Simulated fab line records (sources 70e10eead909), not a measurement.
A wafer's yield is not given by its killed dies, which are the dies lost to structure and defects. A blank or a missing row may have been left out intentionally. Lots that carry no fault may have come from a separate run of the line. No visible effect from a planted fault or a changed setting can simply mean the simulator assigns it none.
fab line records / flow nandHarc
record: lots: 13 wafers: 39 lastDay: 34
route steps=1302 shown HYBRID_BOND@1243 THIN_TSV@1259 END@1302
lots that met no fault: taken from a fault-free run of the same line
startH: the number of hours between the record's first day and the start of the first shown wafer of the lot / waitH: hours since the lot's step before / " as in the row above / L1.1+2: a row that stands for several wafers / - no value, or no start was given / * or withheld: withheld / < > ~ a bound
route shown NAME@n: NAME is a module with steps in the file, n the number in the route of the first one / usual: the fault-free wafers' mean and standard deviation / same: alike in all rows / chamber/n: place in a boat / sites: the reading at each site / _std_site: the standard deviation of these / _edge_site: inner sites' mean taken away from outer sites' mean / radiusMm: how far each site lies from the wafer's centre / mask NAME#n: copy n / behind: the tool/chamber that last shaped the wafer / hold: why the lot went on hold/how many hours it stayed there/how the hold came to an end / device: the transistor (n, p or np) that didn't switch / end of line: the same wafers' tests at the end of the route / a step given without rows: its recipe and nothing more / killed: not the wafer's yield, but the dies lost to structure and defects at the first sort / map: dies across one wafer; x = killed, . = not, _ = none there
set.NAME: the run value of the setting; set.NAME@STEP: its run value at that earlier step / model.NAME: the simulator's own value behind a step, which no gauge read
one table for each step of the route and one row for each wafer, over a sample of lots
services: the hour from which a tool's chamber was out of use, counted from the record's first day as startH (under 0 if before that day), plus the number of hours and why
== steps ==
step: NHARC_HYBRID_BOND_INSPECT_06
recipe: inspectInstrument: irVoid
usual: rawDefectCount: 93/31
lot.wafer=L993.1 tool=defectInspect-02 chamber=- startH=559.84 waitH=0.1 rawDefectCount=75
lot.wafer=L993.3 tool=defectInspect-02 chamber=- startH=559.84 waitH=0.1 rawDefectCount=71
lot.wafer=L993.5 tool=defectInspect-02 chamber=- startH=559.84 waitH=0.1 rawDefectCount=69
lot.wafer=L994.2 tool=defectInspect-02 chamber=- startH=575.91 waitH=0.1 rawDefectCount=102
lot.wafer=L994.3 tool=defectInspect-02 chamber=- startH=575.91 waitH=0.1 rawDefectCount=120
lot.wafer=L994.5 tool=defectInspect-02 chamber=- startH=575.91 waitH=0.1 rawDefectCount=112
lot.wafer=L995.2 tool=defectInspect-01 chamber=- startH=575.91 waitH=0.1 rawDefectCount=118
lot.wafer=L995.3 tool=defectInspect-01 chamber=- startH=575.91 waitH=0.1 rawDefectCount=125
lot.wafer=L995.5 tool=defectInspect-01 chamber=- startH=575.91 waitH=0.1 rawDefectCount=133
lot.wafer=L996.3 tool=defectInspect-02 chamber=- startH=599.25 waitH=0.1 rawDefectCount=48
lot.wafer=L996.5 tool=defectInspect-02 chamber=- startH=599.25 waitH=0.1 rawDefectCount=65
lot.wafer=L996.6 tool=defectInspect-02 chamber=- startH=599.25 waitH=0.1 rawDefectCount=70
lot.wafer=L998.1 tool=defectInspect-02 chamber=- startH=614.38 waitH=0.0 rawDefectCount=129
lot.wafer=L998.2 tool=defectInspect-02 chamber=- startH=614.38 waitH=0.0 rawDefectCount=104
lot.wafer=L998.5 tool=defectInspect-02 chamber=- startH=614.38 waitH=0.0 rawDefectCount=107
lot.wafer=L107.3 tool=defectInspect-01 chamber=- startH=692.65 waitH=0.1 rawDefectCount=27
lot.wafer=L107.5 tool=defectInspect-01 chamber=- startH=692.65 waitH=0.1 rawDefectCount=32
lot.wafer=L107.6 tool=defectInspect-01 chamber=- startH=692.65 waitH=0.1 rawDefectCount=40
lot.wafer=L106.2 tool=defectInspect-01 chamber=- startH=711.90 waitH=0.1 rawDefectCount=88
lot.wafer=L106.4 tool=defectInspect-01 chamber=- startH=711.90 waitH=0.1 rawDefectCount=110
lot.wafer=L106.5 tool=defectInspect-01 chamber=- startH=711.90 waitH=0.1 rawDefectCount=88
lot.wafer=L109.1 tool=defectInspect-02 chamber=- startH=711.92 waitH=0.1 rawDefectCount=114
lot.wafer=L109.3 tool=defectInspect-02 chamber=- startH=711.92 waitH=0.1 rawDefectCount=133
lot.wafer=L109.4 tool=defectInspect-02 chamber=- startH=711.92 waitH=0.1 rawDefectCount=139
lot.wafer=L108.1 tool=defectInspect-01 chamber=- startH=725.68 waitH=0.0 rawDefectCount=66
lot.wafer=L108.2 tool=defectInspect-01 chamber=- startH=725.68 waitH=0.0 rawDefectCount=65
lot.wafer=L108.5 tool=defectInspect-01 chamber=- startH=725.68 waitH=0.0 rawDefectCount=65
lot.wafer=L110.1 tool=defectInspect-02 chamber=- startH=734.83 waitH=0.0 rawDefectCount=80
lot.wafer=L110.2 tool=defectInspect-02 chamber=- startH=734.83 waitH=0.0 rawDefectCount=79
lot.wafer=L110.6 tool=defectInspect-02 chamber=- startH=734.83 waitH=0.0 rawDefectCount=84
lot.wafer=L111.2 tool=defectInspect-01 chamber=- startH=734.84 waitH=0.1 rawDefectCount=92
lot.wafer=L111.3 tool=defectInspect-01 chamber=- startH=734.84 waitH=0.1 rawDefectCount=86
lot.wafer=L111.4 tool=defectInspect-01 chamber=- startH=734.84 waitH=0.1 rawDefectCount=97
lot.wafer=L112.1 tool=defectInspect-01 chamber=- startH=761.14 waitH=0.0 rawDefectCount=33
lot.wafer=L112.2 tool=defectInspect-01 chamber=- startH=761.14 waitH=0.0 rawDefectCount=29
lot.wafer=L112.5 tool=defectInspect-01 chamber=- startH=761.14 waitH=0.0 rawDefectCount=23
lot.wafer=L114.1 tool=defectInspect-02 chamber=- startH=798.21 waitH=0.0 rawDefectCount=134
lot.wafer=L114.3 tool=defectInspect-02 chamber=- startH=798.21 waitH=0.0 rawDefectCount=135
lot.wafer=L114.5 tool=defectInspect-02 chamber=- startH=798.21 waitH=0.0 rawDefectCount=108
step: NHARC_THIN_TSV_CD_MEAS_12
recipe: targetCdNm: 1000 landingEnergyEv: 500
usual: cdNm: 999.0/2.1
lot.wafer=L993.1 tool=cdSem-03 chamber=0 startH=564.91 waitH=- cdNm=997.6
lot.wafer=L993.3 tool=cdSem-03 chamber=0 startH=564.91 waitH=- cdNm=1004.2
lot.wafer=L993.5 tool=cdSem-03 chamber=0 startH=564.91 waitH=- cdNm=996.7
lot.wafer=L994.2 tool=cdSem-03 chamber=0 startH=578.60 waitH=- cdNm=1000.5
lot.wafer=L994.3 tool=cdSem-03 chamber=0 startH=578.60 waitH=- cdNm=1003.3
lot.wafer=L994.5 tool=cdSem-03 chamber=0 startH=578.60 waitH=- cdNm=1000.8
lot.wafer=L995.2 tool=cdSem-01 chamber=0 startH=579.80 waitH=- cdNm=999.2
lot.wafer=L995.3 tool=cdSem-01 chamber=0 startH=579.80 waitH=- cdNm=999.6
lot.wafer=L995.5 tool=cdSem-01 chamber=0 startH=579.80 waitH=- cdNm=1004.2
lot.wafer=L996.3 tool=cdSem-01 chamber=0 startH=601.95 waitH=- cdNm=999.1
lot.wafer=L996.5 tool=cdSem-01 chamber=0 startH=601.95 waitH=- cdNm=997.4
lot.wafer=L996.6 tool=cdSem-01 chamber=0 startH=601.95 waitH=- cdNm=1000.3
lot.wafer=L998.1 tool=cdSem-02 chamber=0 startH=618.29 waitH=- cdNm=1000.1
lot.wafer=L998.2 tool=cdSem-02 chamber=0 startH=618.29 waitH=- cdNm=998.0
lot.wafer=L998.5 tool=cdSem-02 chamber=0 startH=618.29 waitH=- cdNm=996.4
lot.wafer=L107.3 tool=cdSem-03 chamber=0 startH=695.34 waitH=- cdNm=1001.3
lot.wafer=L107.5 tool=cdSem-03 chamber=0 startH=695.34 waitH=- cdNm=999.7
lot.wafer=L107.6 tool=cdSem-03 chamber=0 startH=695.34 waitH=- cdNm=1004.1
lot.wafer=L106.2 tool=cdSem-02 chamber=0 startH=715.78 waitH=- cdNm=999.7
lot.wafer=L106.4 tool=cdSem-02 chamber=0 startH=715.78 waitH=- cdNm=1006.0
lot.wafer=L106.5 tool=cdSem-02 chamber=0 startH=715.78 waitH=- cdNm=1000.4
lot.wafer=L109.1 tool=cdSem-01 chamber=0 startH=716.99 waitH=- cdNm=996.7
lot.wafer=L109.3 tool=cdSem-01 chamber=0 startH=716.99 waitH=- cdNm=999.2
lot.wafer=L109.4 tool=cdSem-01 chamber=0 startH=716.99 waitH=- cdNm=996.2
lot.wafer=L108.1 tool=cdSem-01 chamber=0 startH=728.25 waitH=- cdNm=1000.2
lot.wafer=L108.2 tool=cdSem-01 chamber=0 startH=728.25 waitH=- cdNm=998.5
lot.wafer=L108.5 tool=cdSem-01 chamber=0 startH=728.25 waitH=- cdNm=997.5
lot.wafer=L110.1 tool=cdSem-03 chamber=0 startH=737.40 waitH=- cdNm=1000.6
lot.wafer=L110.2 tool=cdSem-03 chamber=0 startH=737.40 waitH=- cdNm=999.7
lot.wafer=L110.6 tool=cdSem-03 chamber=0 startH=737.40 waitH=- cdNm=1000.1
lot.wafer=L111.2 tool=cdSem-03 chamber=0 startH=738.58 waitH=- cdNm=999.2
lot.wafer=L111.3 tool=cdSem-03 chamber=0 startH=738.58 waitH=- cdNm=995.7
lot.wafer=L111.4 tool=cdSem-03 chamber=0 startH=738.58 waitH=- cdNm=998.3
lot.wafer=L112.1 tool=cdSem-01 chamber=0 startH=763.72 waitH=- cdNm=1002.5
lot.wafer=L112.2 tool=cdSem-01 chamber=0 startH=763.72 waitH=- cdNm=1001.9
lot.wafer=L112.5 tool=cdSem-01 chamber=0 startH=763.72 waitH=- cdNm=999.7
lot.wafer=L114.1 tool=cdSem-03 chamber=0 startH=800.91 waitH=- cdNm=999.4
lot.wafer=L114.3 tool=cdSem-03 chamber=0 startH=800.91 waitH=- cdNm=997.3
lot.wafer=L114.5 tool=cdSem-03 chamber=0 startH=800.91 waitH=- cdNm=997.9
step: NHARC_THIN_TSV_ANNEAL_52
recipe: tempC: 225 timeS: 90
usual: wafer_temp_C_max: 225.68/0.22
lot.wafer=L993.1 tool=rtpAnneal-02 chamber=0 startH=569.02 waitH=0.6 wafer_temp_C_max=225.83
lot.wafer=L993.3 tool=rtpAnneal-02 chamber=0 startH=569.02 waitH=0.6 wafer_temp_C_max=226.14
lot.wafer=L993.5 tool=rtpAnneal-02 chamber=0 startH=569.02 waitH=0.6 wafer_temp_C_max=225.73
lot.wafer=L994.2 tool=rtpAnneal-02 chamber=0 startH=582.59 waitH=0.6 wafer_temp_C_max=225.88
lot.wafer=L994.3 tool=rtpAnneal-02 chamber=0 startH=582.59 waitH=0.6 wafer_temp_C_max=225.65
lot.wafer=L994.5 tool=rtpAnneal-02 chamber=0 startH=582.59 waitH=0.6 wafer_temp_C_max=225.82
lot.wafer=L995.2 tool=rtpAnneal-01 chamber=0 startH=583.81 waitH=0.6 wafer_temp_C_max=225.69
lot.wafer=L995.3 tool=rtpAnneal-01 chamber=0 startH=583.81 waitH=0.6 wafer_temp_C_max=225.49
lot.wafer=L995.5 tool=rtpAnneal-01 chamber=0 startH=583.81 waitH=0.6 wafer_temp_C_max=225.55
lot.wafer=L996.3 tool=rtpAnneal-01 chamber=0 startH=606.00 waitH=0.4 wafer_temp_C_max=225.74
lot.wafer=L996.5 tool=rtpAnneal-01 chamber=0 startH=606.00 waitH=0.4 wafer_temp_C_max=225.64
lot.wafer=L996.6 tool=rtpAnneal-01 chamber=0 startH=606.00 waitH=0.4 wafer_temp_C_max=225.75
lot.wafer=L998.1 tool=rtpAnneal-02 chamber=0 startH=622.35 waitH=0.6 wafer_temp_C_max=225.43
lot.wafer=L998.2 tool=rtpAnneal-02 chamber=0 startH=622.35 waitH=0.6 wafer_temp_C_max=225.97
lot.wafer=L998.5 tool=rtpAnneal-02 chamber=0 startH=622.35 waitH=0.6 wafer_temp_C_max=225.45
lot.wafer=L107.3 tool=rtpAnneal-02 chamber=0 startH=699.54 waitH=0.5 wafer_temp_C_max=225.69
lot.wafer=L107.5 tool=rtpAnneal-02 chamber=0 startH=699.54 waitH=0.5 wafer_temp_C_max=225.52
lot.wafer=L107.6 tool=rtpAnneal-02 chamber=0 startH=699.54 waitH=0.5 wafer_temp_C_max=225.94
lot.wafer=L106.2 tool=rtpAnneal-02 chamber=0 startH=719.90 waitH=0.6 wafer_temp_C_max=225.52
lot.wafer=L106.4 tool=rtpAnneal-02 chamber=0 startH=719.90 waitH=0.6 wafer_temp_C_max=225.26
lot.wafer=L106.5 tool=rtpAnneal-02 chamber=0 startH=719.90 waitH=0.6 wafer_temp_C_max=225.74
lot.wafer=L109.1 tool=rtpAnneal-02 chamber=0 startH=721.09 waitH=0.5 wafer_temp_C_max=225.96
lot.wafer=L109.3 tool=rtpAnneal-02 chamber=0 startH=721.09 waitH=0.5 wafer_temp_C_max=225.77
lot.wafer=L109.4 tool=rtpAnneal-02 chamber=0 startH=721.09 waitH=0.5 wafer_temp_C_max=225.92
lot.wafer=L108.1 tool=rtpAnneal-01 chamber=0 startH=732.24 waitH=0.5 wafer_temp_C_max=225.80
lot.wafer=L108.2 tool=rtpAnneal-01 chamber=0 startH=732.24 waitH=0.5 wafer_temp_C_max=225.89
lot.wafer=L108.5 tool=rtpAnneal-01 chamber=0 startH=732.24 waitH=0.5 wafer_temp_C_max=225.46
lot.wafer=L110.1 tool=rtpAnneal-01 chamber=0 startH=741.35 waitH=0.5 wafer_temp_C_max=225.60
lot.wafer=L110.2 tool=rtpAnneal-01 chamber=0 startH=741.35 waitH=0.5 wafer_temp_C_max=225.37
lot.wafer=L110.6 tool=rtpAnneal-01 chamber=0 startH=741.35 waitH=0.5 wafer_temp_C_max=225.72
lot.wafer=L111.2 tool=rtpAnneal-02 chamber=0 startH=742.72 waitH=0.7 wafer_temp_C_max=225.70
lot.wafer=L111.3 tool=rtpAnneal-02 chamber=0 startH=742.72 waitH=0.7 wafer_temp_C_max=225.90
lot.wafer=L111.4 tool=rtpAnneal-02 chamber=0 startH=742.72 waitH=0.7 wafer_temp_C_max=225.56
lot.wafer=L112.1 tool=rtpAnneal-02 chamber=0 startH=767.66 waitH=0.5 wafer_temp_C_max=225.98
lot.wafer=L112.2 tool=rtpAnneal-02 chamber=0 startH=767.66 waitH=0.5 wafer_temp_C_max=225.76
lot.wafer=L112.5 tool=rtpAnneal-02 chamber=0 startH=767.66 waitH=0.5 wafer_temp_C_max=225.91
lot.wafer=L114.1 tool=rtpAnneal-02 chamber=0 startH=804.85 waitH=0.6 wafer_temp_C_max=225.68
lot.wafer=L114.3 tool=rtpAnneal-02 chamber=0 startH=804.85 waitH=0.6 wafer_temp_C_max=225.65
lot.wafer=L114.5 tool=rtpAnneal-02 chamber=0 startH=804.85 waitH=0.6 wafer_temp_C_max=225.94
step: NHARC_THIN_TSV_ETCH_36
recipe: targetDepthA: 650 overEtchFrac: 0.3 timeS: 18.571 ionEnergyEv: 150 chemistry: Cl2/BCl3
usual: drypumpMotorCurrentA: 5.9/0.44 oesProductAu: 1.004/0.015
lot.wafer=L993.1 tool=rieMetal-01 chamber=0 startH=571.54 waitH=0.2 drypumpMotorCurrentA=5.1 oesProductAu=1.018 rfHoursCounterH=3.2
lot.wafer=L993.3 tool=rieMetal-01 chamber=0 startH=571.54 waitH=0.2 drypumpMotorCurrentA=5.0 oesProductAu=1.013 rfHoursCounterH=-
lot.wafer=L993.5 tool=rieMetal-01 chamber=0 startH=571.54 waitH=0.2 drypumpMotorCurrentA=5.1 oesProductAu=1.001 rfHoursCounterH=-
lot.wafer=L994.2 tool=rieMetal-01 chamber=1 startH=585.06 waitH=0.2 drypumpMotorCurrentA=6.4 oesProductAu=0.996 rfHoursCounterH=0.2
lot.wafer=L994.3 tool=rieMetal-01 chamber=0 startH=585.06 waitH=0.2 drypumpMotorCurrentA=5.0 oesProductAu=1.015 rfHoursCounterH=-
lot.wafer=L994.5 tool=rieMetal-01 chamber=1 startH=585.06 waitH=0.2 drypumpMotorCurrentA=6.3 oesProductAu=1.000 rfHoursCounterH=-
lot.wafer=L995.2 tool=rieMetal-03 chamber=0 startH=586.26 waitH=0.2 drypumpMotorCurrentA=5.8 oesProductAu=1.011 rfHoursCounterH=1.3
lot.wafer=L995.3 tool=rieMetal-03 chamber=1 startH=586.26 waitH=0.2 drypumpMotorCurrentA=6.1 oesProductAu=0.987 rfHoursCounterH=-
lot.wafer=L995.5 tool=rieMetal-03 chamber=1 startH=586.26 waitH=0.2 drypumpMotorCurrentA=6.1 oesProductAu=0.970 rfHoursCounterH=-
lot.wafer=L996.3 tool=rieMetal-03 chamber=1 startH=608.27 waitH=0.2 drypumpMotorCurrentA=6.1 oesProductAu=0.988 rfHoursCounterH=-
lot.wafer=L996.5 tool=rieMetal-03 chamber=0 startH=608.27 waitH=0.2 drypumpMotorCurrentA=5.8 oesProductAu=1.010 rfHoursCounterH=-
lot.wafer=L996.6 tool=rieMetal-03 chamber=1 startH=608.27 waitH=0.2 drypumpMotorCurrentA=6.1 oesProductAu=0.991 rfHoursCounterH=-
lot.wafer=L998.2 tool=rieMetal-03 chamber=0 startH=625.07 waitH=0.2 drypumpMotorCurrentA=5.8 oesProductAu=0.822 rfHoursCounterH=1.9
lot.wafer=L998.1 tool=rieMetal-03 chamber=1 startH=625.07 waitH=0.2 drypumpMotorCurrentA=6.1 oesProductAu=0.986 rfHoursCounterH=1.9
lot.wafer=L998.5 tool=rieMetal-03 chamber=1 startH=625.07 waitH=0.2 drypumpMotorCurrentA=6.1 oesProductAu=0.811 rfHoursCounterH=-
lot.wafer=L107.3 tool=rieMetal-01 chamber=0 startH=701.99 waitH=0.2 drypumpMotorCurrentA=5.1 oesProductAu=1.004 rfHoursCounterH=-
lot.wafer=L107.5 tool=rieMetal-01 chamber=1 startH=701.99 waitH=0.2 drypumpMotorCurrentA=6.4 oesProductAu=1.016 rfHoursCounterH=-
lot.wafer=L107.6 tool=rieMetal-01 chamber=0 startH=701.99 waitH=0.2 drypumpMotorCurrentA=5.1 oesProductAu=0.991 rfHoursCounterH=-
lot.wafer=L106.2 tool=rieMetal-02 chamber=0 startH=722.37 waitH=0.2 drypumpMotorCurrentA=6.3 oesProductAu=1.011 rfHoursCounterH=1.2
lot.wafer=L106.4 tool=rieMetal-02 chamber=1 startH=722.37 waitH=0.2 drypumpMotorCurrentA=5.6 oesProductAu=0.987 rfHoursCounterH=-
lot.wafer=L106.5 tool=rieMetal-02 chamber=0 startH=722.37 waitH=0.2 drypumpMotorCurrentA=6.3 oesProductAu=1.010 rfHoursCounterH=-
lot.wafer=L109.1 tool=rieMetal-03 chamber=1 startH=723.61 waitH=0.2 drypumpMotorCurrentA=6.1 oesProductAu=0.999 rfHoursCounterH=0.5
lot.wafer=L109.4 tool=rieMetal-03 chamber=0 startH=723.61 waitH=0.2 drypumpMotorCurrentA=5.8 oesProductAu=1.010 rfHoursCounterH=-
lot.wafer=L109.3 tool=rieMetal-03 chamber=1 startH=723.61 waitH=0.2 drypumpMotorCurrentA=6.1 oesProductAu=0.985 rfHoursCounterH=-
lot.wafer=L108.1 tool=rieMetal-01 chamber=0 startH=734.75 waitH=0.2 drypumpMotorCurrentA=5.1 oesProductAu=0.985 rfHoursCounterH=2.6
lot.wafer=L108.2 tool=rieMetal-01 chamber=1 startH=734.75 waitH=0.2 drypumpMotorCurrentA=6.4 oesProductAu=0.997 rfHoursCounterH=2.6
lot.wafer=L108.5 tool=rieMetal-01 chamber=1 startH=734.75 waitH=0.2 drypumpMotorCurrentA=6.4 oesProductAu=0.994 rfHoursCounterH=-
lot.wafer=L110.1 tool=rieMetal-02 chamber=1 startH=743.71 waitH=0.2 drypumpMotorCurrentA=5.6 oesProductAu=1.007 rfHoursCounterH=1.8
lot.wafer=L110.2 tool=rieMetal-02 chamber=0 startH=743.71 waitH=0.2 drypumpMotorCurrentA=6.3 oesProductAu=1.017 rfHoursCounterH=1.8
lot.wafer=L110.6 tool=rieMetal-02 chamber=1 startH=743.71 waitH=0.2 drypumpMotorCurrentA=5.6 oesProductAu=1.002 rfHoursCounterH=-
lot.wafer=L111.2 tool=rieMetal-03 chamber=1 startH=745.15 waitH=0.2 drypumpMotorCurrentA=6.1 oesProductAu=0.995 rfHoursCounterH=0.8
lot.wafer=L111.3 tool=rieMetal-03 chamber=1 startH=745.15 waitH=0.2 drypumpMotorCurrentA=6.1 oesProductAu=0.999 rfHoursCounterH=-
lot.wafer=L111.4 tool=rieMetal-03 chamber=0 startH=745.15 waitH=0.2 drypumpMotorCurrentA=5.8 oesProductAu=0.999 rfHoursCounterH=-
lot.wafer=L112.1 tool=rieMetal-01 chamber=0 startH=770.21 waitH=0.2 drypumpMotorCurrentA=5.1 oesProductAu=1.010 rfHoursCounterH=0.2
lot.wafer=L112.2 tool=rieMetal-01 chamber=1 startH=770.21 waitH=0.2 drypumpMotorCurrentA=6.3 oesProductAu=0.997 rfHoursCounterH=0.2
lot.wafer=L112.5 tool=rieMetal-01 chamber=0 startH=770.21 waitH=0.2 drypumpMotorCurrentA=5.1 oesProductAu=1.006 rfHoursCounterH=-
lot.wafer=L114.1 tool=rieMetal-03 chamber=1 startH=807.21 waitH=0.2 drypumpMotorCurrentA=6.1 oesProductAu=0.989 rfHoursCounterH=1.8
lot.wafer=L114.3 tool=rieMetal-03 chamber=1 startH=807.21 waitH=0.2 drypumpMotorCurrentA=6.1 oesProductAu=0.996 rfHoursCounterH=-
lot.wafer=L114.5 tool=rieMetal-03 chamber=1 startH=807.21 waitH=0.2 drypumpMotorCurrentA=6.1 oesProductAu=1.002 rfHoursCounterH=-
step: NHARC_END_SORT_01
recipe: tempC: 25
usual: defectLimitedYield: 91.0/2.5 killedAtArray: 56/17 killedAtOther: 0.9/1.2 killedAtPeriphery: 3.9/2.5 killedDies: 61/17 killedOpen: 3.2/1.8 killedShort: 2.7/1.7
same: grossDies: 677
lot.wafer=L993.1 tool=prober-02 chamber=0 startH=577.79 waitH=2.5 defectLimitedYield[%]=92.5 killedAtArray=50 killedAtOther=0 killedAtPeriphery=1 killedDies=51 killedOpen=4 killedShort=2
lot.wafer=L993.3 tool=prober-02 chamber=0 startH=579.39 waitH=3.1 defectLimitedYield[%]=92.3 killedAtArray=49 killedAtOther=0 killedAtPeriphery=3 killedDies=52 killedOpen=4 killedShort=2
lot.wafer=L993.5 tool=prober-02 chamber=0 startH=580.99 waitH=3.7 defectLimitedYield[%]=93.4 killedAtArray=43 killedAtOther=0 killedAtPeriphery=2 killedDies=45 killedOpen=2 killedShort=2
killed by level:class
L993.1 A_CHANNEL_HOLE_D2:chamberFilmFlake=37 A_STAIRCASE:chamberFilmFlake=3 A_M0:geometricParticle:open=2 A_CONTACT:chamberFilmFlake=2 P_M0:geometricParticle:short=1 A_DECK1_JOINT:geometricParticle:open=1 A_WL_FILL:geometricParticle:short=1 A_CONTACT:geometricParticle:open=1
L993.3 A_CHANNEL_HOLE_D2:chamberFilmFlake=31 A_CHANNEL_FILL_D2:chamberFilmFlake=4 A_CHANNEL_HOLE_D1:chamberFilmFlake=3 A_STAIRCASE:chamberFilmFlake=2 A_CONTACT:chamberFilmFlake=2 P_M1:geometricParticle:open=1 A_ONON_D1:geometricParticle:open=1 A_CHANNEL_HOLE_D2:geometricParticle:short=1
L993.5 A_CHANNEL_HOLE_D2:chamberFilmFlake=33 A_CHANNEL_HOLE_D1:chamberFilmFlake=3 A_STAIRCASE:chamberFilmFlake=2 P_STI:geometricParticle:short=1 P_M2:geometricParticle:short=1 A_ONON_D1:geometricParticle:open=1 A_CHANNEL_FILL_D2:geometricParticle:open=1 A_CHANNEL_FILL_D2:chamberFilmFlake=1
== services ==
tool=rieMetal-01 chamber=- startH=575.00 hours=9.0 kind=pm
tool=rieMetal-01 chamber=0 startH=575.00 hours=9.0 kind=ventCycle
tool=rieMetal-01 chamber=1 startH=575.00 hours=9.0 kind=ventCycle
tool=rieMetal-01 chamber=0 startH=584.00 hours=- kind=clean
tool=rieMetal-01 chamber=1 startH=584.00 hours=- kind=clean
tool=rieMetal-02 chamber=- startH=631.00 hours=9.0 kind=pm
tool=rieMetal-02 chamber=0 startH=631.00 hours=9.0 kind=ventCycle
tool=rieMetal-02 chamber=1 startH=631.00 hours=9.0 kind=ventCycle
tool=rieMetal-02 chamber=0 startH=640.00 hours=- kind=clean
tool=rieMetal-02 chamber=1 startH=640.00 hours=- kind=clean
tool=rieMetal-03 chamber=- startH=696.00 hours=9.0 kind=pm
tool=rieMetal-03 chamber=0 startH=696.00 hours=9.0 kind=ventCycle
tool=rieMetal-03 chamber=1 startH=696.00 hours=9.0 kind=ventCycle
tool=rieMetal-03 chamber=0 startH=705.00 hours=- kind=clean
tool=rieMetal-03 chamber=1 startH=705.00 hours=- kind=clean
tool=rtpAnneal-02 chamber=- startH=744.00 hours=12.0 kind=pm
tool=rieMetal-01 chamber=- startH=752.00 hours=9.0 kind=pm
tool=rieMetal-01 chamber=0 startH=752.00 hours=9.0 kind=ventCycle
tool=rieMetal-01 chamber=1 startH=752.00 hours=9.0 kind=ventCycle
tool=rieMetal-01 chamber=0 startH=761.00 hours=- kind=clean
tool=rieMetal-01 chamber=1 startH=761.00 hours=- kind=clean
tool=rieMetal-03 chamber=- startH=784.34 hours=1.2 kind=repair
tool=rieMetal-03 chamber=- startH=798.79 hours=0.1 kind=repair
== key ==
firstSign: step: NHARC_THIN_TSV_ETCH_36 reading: oesProductAu direction: down sigmas: 13 usual: 1.004 struck: 0.817
effect none on later readings
metAt NHARC_THIN_TSV_ETCH_36
struckLots L998
struckWafers L998.2,L998.5
notActingAt NHARC_HYBRID_BOND_INSPECT_06,NHARC_THIN_TSV_CD_MEAS_12,NHARC_THIN_TSV_ANNEAL_52
onsetBetween 608.27 625.07
fault: kind: processParameterDrift tool: rieMetal-03 chamber: - onsetH: 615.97 steps: NHARC_THIN_TSV_ETCH_36 channel: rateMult offset: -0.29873 shape: step endH: 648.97 scope: struckWafersOnly
